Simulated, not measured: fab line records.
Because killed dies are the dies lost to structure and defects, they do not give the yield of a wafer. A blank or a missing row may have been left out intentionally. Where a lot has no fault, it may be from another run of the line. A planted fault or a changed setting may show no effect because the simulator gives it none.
Which tool is to blame?	flow n5Finfet	at 1 step of a route of 1938, 12 lots with 36 wafers sampled

## WHAT THE GAUGES READ, wafer by wafer
N5_BEOL_M6_CD_MEAS_28: the cd target is 40 nm.
lot	measured	on	cdNm (nm)
L075	day 9 20:17	cdSem-02	39.62 39.68 39.75
L077	day 9 23:52	cdSem-02	40.28 39.85 39.92
L078	day 10 09:43	cdSem-03	39.73 40.07 39.93
L080	day 11 02:56	cdSem-03	39.85 39.96 40.15
L084	day 11 11:13	cdSem-02	40.08 39.93 40.28
L086	day 12 12:00	cdSem-03	39.82 39.60 39.65
L087	day 13 13:29	cdSem-03	39.65 39.78 40.50
L090	day 13 18:11	cdSem-03	40.13 40.15 39.95
L092	day 14 09:46	cdSem-02	40.36 40.40 40.34
L093	day 14 18:28	cdSem-02	39.89 39.96 40.43
L095	day 15 02:56	cdSem-02	40.07 40.19 39.82
L097	day 15 12:01	cdSem-03	40.31 40.60 40.10

## WHICH TOOL RAN EACH LOT (tool, then ch and the chambers of the sampled wafers, then the start)
There is no process step in the record ahead of these readings.

## THE ANSWER, worked out from the rows above alone
Rule: the lots themselves supply what counts as usual. The widest of any qualifying gaps counts: lots, ordered by their means at a reading, are off when they make up no more than a third of the lots, leave a main group of 4 or more, and stand apart from it by 3 or more times the standard deviation of that group's means. The tables above print the reading to a certain number of digits; a main group whose means all agree to those digits is not used. Also off: a lot with no number at a reading for which 4 or more lots have one. Any other lot the step has rows for is counted as sound.
No lot is off on any of the readings shown, so nothing can be concluded from this.

## WHAT THE SIMULATOR PUT IN
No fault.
